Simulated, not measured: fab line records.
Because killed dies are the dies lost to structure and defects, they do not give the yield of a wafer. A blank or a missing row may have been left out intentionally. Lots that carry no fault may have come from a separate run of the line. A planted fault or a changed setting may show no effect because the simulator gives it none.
Split-lot study + flow n5Finfet + 21 wafers read from 7 lots, route of 1938 steps

## THE SPLIT
At N5_BEOL_M15_TRENCH_ETCH_34 (etches SiO2 in C4F8/O2/Ar, target depth 872.93 nm, time 199 s), the setting timeS was moved away from the recipe's 199 s on 4 of the 21 wafers read, by -13.7% to +7.4%. The other wafers ran this setting at the recipe's value.

## FROM THE SPLIT TO THE READING: what the file shows between them, 8 steps
- N5_BEOL_M15_SPUTTER_44: material Ta, target thk 15 nm, time 24.19 s (also split here: powerW)
- N5_BEOL_M15_SPUTTER_45: material Cu, target thk 100 nm, time 16.67 s
- N5_BEOL_M15_ECD_47: material Cu, target thk 1860 nm
- N5_BEOL_M15_ANNEAL_48: time 90 s
- N5_BEOL_M15_CMP_49: polishes, stops on SiO2, t overpolish 4.9 s, target thk 850 nm
- N5_BEOL_M15_THK_MEAS_50: measures by xrf
- N5_BEOL_M15_PRE_CLEAN_52: time 15 s
- N5_BEOL_M15_DEP_53: deposits SiCN from 3MS/NH3, target thk 50 nm, time 17.8 s

## THE READING
At N5_BEOL_M15_RS_MEAS_54, a four-point-probe measurement gives M15_RS in ohm/sq. Fault-free wafers of this fab line usually give 0.0215 ohm/sq, standard deviation 0.00042 ohm/sq.

| wafer  | tool, chamber at the split | timeS as run, s | against the recipe | M15_RS, ohm/sq | against lot-mates on the recipe |
|--------|----------------------------|-----------------|--------------------|----------------|---------------------------------|
| L075.4 | rieDiel-01, 0              | 199             | recipe             | 0.0212         | -                               |
| L075.5 | rieDiel-01, 3              | 171.7           | -13.7%             | 0.0255         | +0.0037                         |
| L075.6 | rieDiel-01, 2              | 199             | recipe             | 0.0223         | -                               |
| L076.2 | rieDiel-06, 2              | 199             | recipe             | 0.0216         | -                               |
| L076.3 | rieDiel-06, 3              | 199             | recipe             | 0.0217         | -                               |
| L076.5 | rieDiel-06, 1              | 199             | recipe             | 0.0218         | -                               |
| L077.2 | rieDiel-06, 3              | 199             | recipe             | 0.0216         | -                               |
| L077.3 | rieDiel-06, 1              | 199             | recipe             | 0.0220         | -                               |
| L077.6 | rieDiel-06, 1              | 199             | recipe             | 0.0223         | -                               |
| L080.2 | rieDiel-01, 3              | 199             | recipe             | 0.0220         | -                               |
| L080.3 | rieDiel-01, 0              | 213.7           | +7.4%              | 0.0197         | -0.0024                         |
| L080.5 | rieDiel-01, 3              | 199             | recipe             | 0.0221         | -                               |
| L087.1 | rieDiel-01, 1              | 210.4           | +5.7%              | 0.0202         | -0.0008                         |
| L087.3 | rieDiel-01, 2              | 210.4           | +5.7%              | 0.0208         | -0.0002                         |
| L087.4 | rieDiel-01, 0              | 199             | recipe             | 0.0210         | -                               |
| L092.4 | rieDiel-06, 2              | 199             | recipe             | 0.0212         | -                               |
| L092.5 | rieDiel-06, 1              | 199             | recipe             | 0.0222         | -                               |
| L092.6 | rieDiel-06, 2              | 199             | recipe             | 0.0212         | -                               |
| L097.1 | rieDiel-01, 1              | 199             | recipe             | 0.0213         | -                               |
| L097.4 | rieDiel-01, 1              | 199             | recipe             | 0.0214         | -                               |
| L097.6 | rieDiel-01, 3              | 199             | recipe             | 0.0218         | -                               |

THE FIT
A straight line over all 21 wafers: M15_RS changes by -0.000262 ohm/sq for each +1% of timeS; r = -0.93; the points scatter about the line by 0.00041 ohm/sq.
The same after taking each lot's own level away (the mean of its wafers on the recipe; 21 wafers): -0.000243 ohm/sq for each +1%; r = -0.91; scatter 0.00045 ohm/sq.
According to that fit, moving timeS by its largest amount changes the reading by 0.0033 ohm/sq.
Measured against the standard deviation above, the lots' own levels, which go from 0.02100 to 0.02205 ohm/sq, span 2.5 times it.
Consequently the slope shifts little with the lot-to-lot level, the two slopes agreeing.
Check: +0.00268 ohm/sq against its lot-mates is what the line predicts for one of the wafers moved furthest among these (-13.7%) when that wafer is left out of the fit. It came out at +0.00375 ohm/sq against them.

## OTHER SPLITS ON THESE WAFERS
Other splits were also applied to these wafers ahead of the reading. Each is held against what the fit with the lots' levels taken away leaves over:
| other split on the same wafers | wafers away from the commonest value | r with M15_RS (lot level and that fit taken away) |
|--------------------------------|--------------------------------------|---------------------------------------------------|
| N5_BEOL_M11_ALD_74 aldCycles   | 5                                    | -0.37                                             |
| N5_BEOL_M12_SPUTTER_44 timeS   | 11                                   | +0.22                                             |
| N5_BEOL_M14_PEB_08 pebTimeS    | 12                                   | +0.34                                             |
| N5_BEOL_M14_ETCH_59 timeS      | 5                                    | +0.08                                             |
| N5_BEOL_M14_SPUTTER_43 powerW  | 7                                    | -0.03                                             |
| N5_BEOL_M15_SPUTTER_44 powerW  | 9                                    | +0.21                                             |

## THE WHOLE CHAIN: every reading that the file lists as answering this split, in the file's order
| step                       | what it does                                                   | reading                                                                         | change (the file's fit)               | r (the file's) |
|----------------------------|----------------------------------------------------------------|---------------------------------------------------------------------------------|---------------------------------------|----------------|
| N5_BEOL_M15_TRENCH_ETCH_34 | etches SiO2 in C4F8/O2/Ar, target depth 872.93 nm, time 199 s  | etch.depthNm (the simulator's own value, which no gauge read)                   | +9.15 nm for each +1% of the setting  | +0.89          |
| N5_BEOL_M15_TRENCH_ETCH_34 | etches SiO2 in C4F8/O2/Ar, target depth 872.93 nm, time 199 s  | coat_of_BEOL_M15_COAT_22.thkNm (the simulator's own value, which no gauge read) | -1.8 nm for each +1% of the setting   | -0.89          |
| N5_BEOL_M15_CMP_49         | polishes, stops on SiO2, t overpolish 4.9 s, target thk 850 nm | Cu_of_BEOL_M15_ECD_47.thkNm (the simulator's own value, which no gauge read)    | +9.11 nm for each +1% of the setting  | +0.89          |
| N5_BEOL_M15_THK_MEAS_50    | measures by xrf                                                | M15_THK                                                                         | +8.93 for each +1% of the setting     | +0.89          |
| N5_BEOL_M15_RS_MEAS_54     | measures by four-point-probe                                   | M15_RS                                                                          | -0.000259 for each +1% of the setting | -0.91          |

## FILE'S OWN FIT
M15_RS changes by -0.000259 ohm/sq for each +1% of timeS, r = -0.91.
